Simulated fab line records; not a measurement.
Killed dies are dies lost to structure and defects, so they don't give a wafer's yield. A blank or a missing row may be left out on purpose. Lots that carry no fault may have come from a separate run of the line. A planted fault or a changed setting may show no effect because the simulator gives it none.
Which tool did it?    flow nand harc    12 lots with 36 wafers sampled at 2 steps, on a route of 1302 steps

## WHAT THE GAUGES SHOWED, per wafer
NHARC_P_BONDPAD_OVL_MEAS_38.
lot   measured      on          overlay x nm (nm)
L075  day 7 00:52   overlay-02  -1 0 0
L077  day 7 18:33   overlay-02  -4 -4 -4
L079  day 8 18:13   overlay-01  -3 -3 -3
L081  day 9 10:00   overlay-02  0 0 -1
L083  day 10 04:46  overlay-02  1 1 1
L085  day 11 07:23  overlay-02  -4 -5 -4
L087  day 12 02:24  overlay-02  -12 -12 -12
L089  day 12 23:28  overlay-01  -1 -1 -1
L091  day 13 13:16  overlay-01  -9 -8 -8
L093  day 14 13:29  overlay-02  -9 -9 -9
L095  day 15 03:09  overlay-01  -14 -13 -14
L097  day 16 01:43  overlay-01  -1 -1 -1

## TOOL THAT RAN EACH LOT (tool first, then ch and the chambers of the sampled wafers, then the start)
lot   NHARC_P_M2_DEP_33
L075  pecvd-01 ch 0,1, day 6 23:16
L077  pecvd-04 ch 2, day 7 16:49
L079  pecvd-04 ch 0,2, day 8 16:37
L081  pecvd-04 ch 0,2, day 9 08:25
L083  pecvd-04 ch 0,1, day 10 03:04
L085  pecvd-01 ch 1,2, day 11 05:47
L087  pecvd-01 ch 0,1,2, day 12 00:39
L089  pecvd-02 ch 0,1,2, day 12 21:49
L091  pecvd-02 ch 2, day 13 11:21
L093  pecvd-02 ch 0,1, day 14 11:48
L095  pecvd-04 ch 0,1, day 15 01:26
L097  pecvd-02 ch 0,1,2, day 15 23:56
- NHARC_P_M2_DEP_33: deposits SiCN, target thk 30 nm.

## THE ANSWER, worked out from the rows above alone
Rule: the usual values come from the lots themselves. Put in order of their means at a reading, lots are off if they are a third of the lots or fewer, leave a main group of 4 or more, and stand apart from it by a gap of 3 or more times the standard deviation of the main group's means; of several such gaps the widest counts. A main group is skipped when, at the precision printed for the reading in the tables above, its means are all equal. Also off: a lot with no number at a reading for which 4 or more lots have one. The other lots that the step has rows for count as sound.
No lot is off at any reading shown: from this, nothing can be told.

## WHAT THE SIMULATOR PUT IN
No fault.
